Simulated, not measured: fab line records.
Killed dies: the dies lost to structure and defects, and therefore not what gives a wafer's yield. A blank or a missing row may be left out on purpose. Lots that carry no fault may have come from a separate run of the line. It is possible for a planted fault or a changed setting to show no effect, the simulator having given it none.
fab line records	flow nandHarc	part 2 of 2: steps 25 to 37 of 37
record: lots: 5	wafers: 15	lastDay: 33
route steps=1302 shown P_ZERO_WELL@3
lots untouched by any fault: they come from a run of this same line in which no faults occurred
startH: the number of hours between the record's first day and the start of the first shown wafer of the lot	waitH: hours from the lot's prior step to this one	" unchanged from the row above	L1.1+2: several wafers, shown together as one row	- value missing, or start not given	* or withheld: withheld	< > ~ a bound
route shown NAME@n: NAME is a module with steps in the file, n the number in the route of the first one	usual: mean and standard deviation over wafers with no fault	same: alike in all rows	chamber/n: place in a boat	sites: per-site readings	_std_site: their standard deviation	_edge_site: mean of outer sites minus mean of inner sites	radiusMm: for every site, how far away it sits from the centre of the wafer	mask NAME#n: copy n	behind: the tool/chamber that last shaped the wafer	hold: what put the lot on hold/how long, in hours/how the hold closed	device: whichever transistor did not switch (one of n, p or np)	end of line: tests of these same wafers at the route's end	where a step has no rows: the recipe by itself	killed: dies lost to structure and defects at the first sort, not the wafer's yield	map: the dies of a wafer, with x for killed, . for not killed, _ for no die there
set.NAME: the setting the step ran with; set.NAME@STEP: the setting that earlier step ran with	model.NAME: the simulator's own value behind a step, which no gauge read
a table for each step, a row for each wafer; lots at some steps of the route
services: a tool's chamber out of use, with start hour (startH, from the record's first day; less than 0 if before it), hours out, and reason
== steps ==
step: NHARC_P_ZERO_WELL_PEB_22
recipe: pebTempC: 118	pebTimeS: 85
usual: exhaustPa: 45.0/0.9
lot.wafer	tool	chamber	startH	waitH	exhaustPa
L079.3	lithoTrack-03	0	72.50	0.1	44.7
L079.4	"	0	"	"	44.3
L079.6	"	0	"	"	45.0
L086.1	lithoTrack-03	0	142.49	0.1	44.9
L086.2	"	0	"	"	46.0
L086.4	"	0	"	"	45.2
L094.3	lithoTrack-03	0	222.48	0.1	44.6
L094.4	"	0	"	"	44.2
L094.5	"	0	"	"	46.3
L096.1	lithoTrack-05	0	242.46	0.1	44.6
L096.2	"	0	"	"	44.8
L096.6	"	0	"	"	45.9
L097.1	lithoTrack-03	0	252.24	0.1	45.0
L097.2	"	0	"	"	46.0
L097.6	"	0	"	"	45.9
step: NHARC_P_ZERO_WELL_DEVELOP_23
recipe: timeS: 70
usual: exhaustPa: 44.8/0.93
lot.wafer	tool	chamber	startH	waitH	exhaustPa
L079.3	lithoTrack-03	0	-	-	45.4
L079.4	"	0	"	"	44.9
L079.6	"	0	"	"	45.6
L086.1	lithoTrack-03	0	-	-	45.0
L086.2	"	0	"	"	46.2
L086.4	"	0	"	"	45.0
L094.3	lithoTrack-03	0	-	-	44.4
L094.4	"	0	"	"	43.9
L094.5	"	0	"	"	44.5
L096.1	lithoTrack-05	0	-	-	45.1
L096.2	"	0	"	"	44.3
L096.6	"	0	"	"	45.6
L097.1	lithoTrack-03	0	-	-	44.2
L097.2	"	0	"	"	44.8
L097.6	"	0	"	"	46.2
step: NHARC_P_ZERO_WELL_CD_MEAS_24
recipe: targetCdNm: 720	landingEnergyEv: 500
usual: cdNm: 720.6/1.8
lot.wafer	tool	chamber	startH	waitH	cdNm
L079.3	cdSem-01	0	72.59	-	720.8
L079.4	"	0	"	"	721.0
L079.6	"	0	"	"	722.4
L086.1	cdSem-02	0	142.58	-	720.0
L086.2	"	0	"	"	722.1
L086.4	"	0	"	"	720.1
L094.3	cdSem-01	0	222.58	-	719.1
L094.4	"	0	"	"	719.2
L094.5	"	0	"	"	718.9
L096.1	cdSem-01	0	242.55	-	720.2
L096.2	"	0	"	"	718.5
L096.6	"	0	"	"	720.0
L097.1	cdSem-02	0	252.33	-	721.3
L097.2	"	0	"	"	722.0
L097.6	"	0	"	"	719.5
step: NHARC_P_ZERO_WELL_HARDBAKE_25
recipe: tempC: 125	timeS: 80
usual: exhaustPa: 45.1/1.1
lot.wafer	tool	chamber	startH	waitH	exhaustPa
L079.3	lithoTrack-07	0	72.67	-	43.0
L079.4	"	0	"	"	43.0
L079.6	"	0	"	"	45.4
L086.1	lithoTrack-03	0	142.66	-	45.4
L086.2	"	0	"	"	44.6
L086.4	"	0	"	"	45.1
L094.3	lithoTrack-07	0	222.66	-	44.4
L094.4	"	0	"	"	43.8
L094.5	"	0	"	"	44.4
L096.1	lithoTrack-03	0	242.63	-	45.1
L096.2	"	0	"	"	43.9
L096.6	"	0	"	"	44.3
L097.1	lithoTrack-03	0	252.41	-	45.6
L097.2	"	0	"	"	46.9
L097.6	"	0	"	"	44.9
step: NHARC_P_ZERO_WELL_DESCUM_26
recipe: timeS: 3	o2FlowSccm: 200	arFlowSccm: 0	biasPowerW: 0	chemistry: O2
usual: drypumpMotorCurrentA: 5.9/0.4	oesProductAu: 0.998/0.011	rfVppV: 57.9/0.88	showerheadPlenumPTorr: 1.92/0.081	throttleValvePct: 11.312/0.0091
lot.wafer	tool	chamber	startH	waitH	drypumpMotorCurrentA	oesProductAu	rfHoursCounterH	rfVppV	showerheadPlenumPTorr	throttleValvePct
L079.3	rieDiel-03	0	72.75	-	6.4	0.998	47	56.9	1.82	11.320
L079.4	"	3	"	"	6.0	0.996	40	57.7	1.96	11.320
L079.6	"	1	"	"	5.1	0.998	-	57.9	1.93	11.337
L086.2	rieDiel-07	3	142.75	-	5.7	0.999	4	58.1	1.79	11.303
L086.4	"	0	"	"	5.8	0.991	4	58.3	1.88	11.325
L086.1	"	1	"	"	6.6	1.002	6	57.1	2.02	11.319
L094.3	rieDiel-07	2	222.76	-	5.9	1.005	34	58.9	1.88	11.321
L094.4	"	3	"	"	5.6	1.002	33	57.4	1.79	11.298
L094.5	"	1	"	"	6.6	1.015	-	56.6	2.01	11.309
L096.1	rieDiel-07	2	242.71	-	5.9	1.016	40	57.4	1.87	11.316
L096.2	"	1	"	"	6.6	1.021	33	56.7	2.01	11.312
L096.6	"	3	"	"	5.6	0.997	-	56.6	1.78	11.311
L097.1	rieDiel-07	1	252.49	-	6.6	1.016	38	58.0	2.01	11.296
L097.2	"	2	"	"	5.9	1.006	42	57.6	1.87	11.307
L097.6	"	1	"	"	6.6	1.018	-	57.9	2.01	11.312
step: NHARC_P_ZERO_WELL_IMPLANT_27
recipe: energyKev: 600	doseCm2: 1e+13	tiltDeg: 7
lot.wafer	tool	chamber	startH	waitH
L079.3+4+6	implanter-01	0	72.95	0.2
L086.1+2+4	implanter-01	0	142.89	0.1
L094.3+4+5	implanter-01	0	222.94	0.2
L096.1+2+6	implanter-01	0	242.86	0.1
L097.1+2+6	implanter-02	0	252.64	0.1
step: NHARC_P_ZERO_WELL_IMPLANT_57
recipe: energyKev: 250	doseCm2: 4e+12	tiltDeg: 7
lot.wafer	tool	chamber	startH	waitH
L079.3+4+6	implanter-01	0	73.13	0.2
L086.1+2+4	implanter-01	0	143.07	0.1
L094.3+4+5	implanter-01	0	223.12	0.1
L096.1+2+6	implanter-01	0	243.04	0.2
L097.1+2+6	implanter-02	0	252.82	0.1
step: NHARC_P_ZERO_WELL_IMPLANT_58
recipe: energyKev: 100	doseCm2: 2e+12	tiltDeg: 7
lot.wafer	tool	chamber	startH	waitH
L079.3+4+6	implanter-01	0	73.31	0.1
L086.1+2+4	implanter-01	0	143.25	0.2
L094.3+4+5	implanter-01	0	223.29	0.1
L096.1+2+6	implanter-01	0	243.22	0.1
L097.1+2+6	implanter-02	0	252.99	0.1
step: NHARC_P_ZERO_WELL_STRIP_28
recipe: timeS: 840	tempC: 130	chemistry: SPM
lot.wafer	tool	chamber	startH	waitH
L079.6+4+3	wetBench-09	6,0,1	73.48	0.0
L086.4+2+1	wetBench-01	1,3,4	143.47	0.1
L094.3+5+4	wetBench-09	3,4,6	223.46	0.1
L096.1+2+6	wetBench-02	1,3,5	243.43	0.2
L097.2+1+6	wetBench-01	0,3,4	253.21	0.2
step: NHARC_P_ZERO_WELL_DEHYDRATE_29
recipe: tempC: 150	timeS: 120
usual: exhaustPa: 45.2/0.77
lot.wafer	tool	chamber	startH	waitH	exhaustPa
L079.3	lithoTrack-03	0	73.80	-	43.1
L079.4	"	0	"	"	43.9
L079.6	"	0	"	"	45.0
L086.1	lithoTrack-03	0	143.79	-	45.8
L086.2	"	0	"	"	45.2
L086.4	"	0	"	"	44.7
L094.3	lithoTrack-05	0	223.78	-	45.7
L094.4	"	0	"	"	44.8
L094.5	"	0	"	"	45.2
L096.1	lithoTrack-07	0	243.76	-	44.4
L096.2	"	0	"	"	44.4
L096.6	"	0	"	"	44.4
L097.1	lithoTrack-03	0	253.54	-	44.1
L097.2	"	0	"	"	44.1
L097.6	"	0	"	"	45.0
step: NHARC_P_ZERO_WELL_HMDS_30
recipe: timeS: 30
usual: exhaustPa: 44.9/0.91
lot.wafer	tool	chamber	startH	waitH	exhaustPa
L079.3	lithoTrack-03	0	-	-	45.0
L079.4	"	0	"	"	44.1
L079.6	"	0	"	"	45.2
L086.1	lithoTrack-03	0	-	-	46.3
L086.2	"	0	"	"	46.4
L086.4	"	0	"	"	44.7
L094.3	lithoTrack-05	0	-	-	45.4
L094.4	"	0	"	"	45.0
L094.5	"	0	"	"	44.0
L096.1	lithoTrack-07	0	-	-	45.0
L096.2	"	0	"	"	44.3
L096.6	"	0	"	"	46.3
L097.1	lithoTrack-03	0	-	-	45.0
L097.2	"	0	"	"	44.6
L097.6	"	0	"	"	44.4
step: NHARC_P_ZERO_WELL_COAT_31
recipe: spinRpm: withheld
usual: exhaustPa: 44.9/0.93
lot.wafer	tool	chamber	startH	waitH	exhaustPa
L079.3	lithoTrack-03	0	-	-	43.6
L079.4	"	0	"	"	45.7
L079.6	"	0	"	"	45.2
L086.1	lithoTrack-03	0	-	-	44.3
L086.2	"	0	"	"	45.0
L086.4	"	0	"	"	45.4
L094.3	lithoTrack-05	0	-	-	46.0
L094.4	"	0	"	"	44.3
L094.5	"	0	"	"	44.4
L096.1	lithoTrack-07	0	-	-	45.9
L096.2	"	0	"	"	45.2
L096.6	"	0	"	"	45.2
L097.1	lithoTrack-03	0	-	-	45.2
L097.2	"	0	"	"	44.5
L097.6	"	0	"	"	45.9
step: NHARC_P_ZERO_WELL_SOFTBAKE_32
recipe: tempC: 122	timeS: 95
usual: exhaustPa: 44.8/1
lot.wafer	tool	chamber	startH	waitH	exhaustPa
L079.3	lithoTrack-03	0	-	-	45.4
L079.4	"	0	"	"	47.2
L079.6	"	0	"	"	45.7
L086.1	lithoTrack-03	0	-	-	43.7
L086.2	"	0	"	"	44.5
L086.4	"	0	"	"	44.6
L094.3	lithoTrack-05	0	-	-	45.1
L094.4	"	0	"	"	45.0
L094.5	"	0	"	"	44.7
L096.1	lithoTrack-07	0	-	-	44.7
L096.2	"	0	"	"	44.7
L096.6	"	0	"	"	44.9
L097.1	lithoTrack-03	0	-	-	46.2
L097.2	"	0	"	"	45.8
L097.6	"	0	"	"	45.7
== services ==
tool	chamber	startH	hours	kind
wetBench-02	-	68.00	8.0	pm
rieDiel-03	1	75.79	1.2	repair
lithoTrack-07	-	76.00	7.0	pm
rieDiel-07	0	96.11	9.6	repair
implanter-01	-	96.15	1.4	repair
lithoTrack-03	-	100.00	7.0	pm
wetBench-01	-	101.60	8.0	pm
rieDiel-03	-	104.30	9.0	pm
implanter-01	-	114.21	3.5	repair
rieDiel-07	-	117.35	9.0	pm
lithoTrack-05	-	124.00	7.0	pm
krfScanner-01	-	140.03	4.0	pm
rieDiel-13	2	156.41	22.4	repair
rieDiel-13	-	165.01	9.0	pm
rieDiel-07	1	171.26	18.0	repair
rieDiel-07	2	174.65	3.1	repair
wetBench-09	-	176.80	8.0	pm
implanter-01	-	194.88	1.8	repair
rieDiel-13	3	200.20	13.6	repair
rieDiel-13	-	202.49	0.5	repair
rieDiel-07	-	209.11	3.7	repair
lithoTrack-07	-	251.00	7.0	pm
implanter-01	-	251.05	1.1	repair
rieDiel-13	1	252.63	6.6	repair
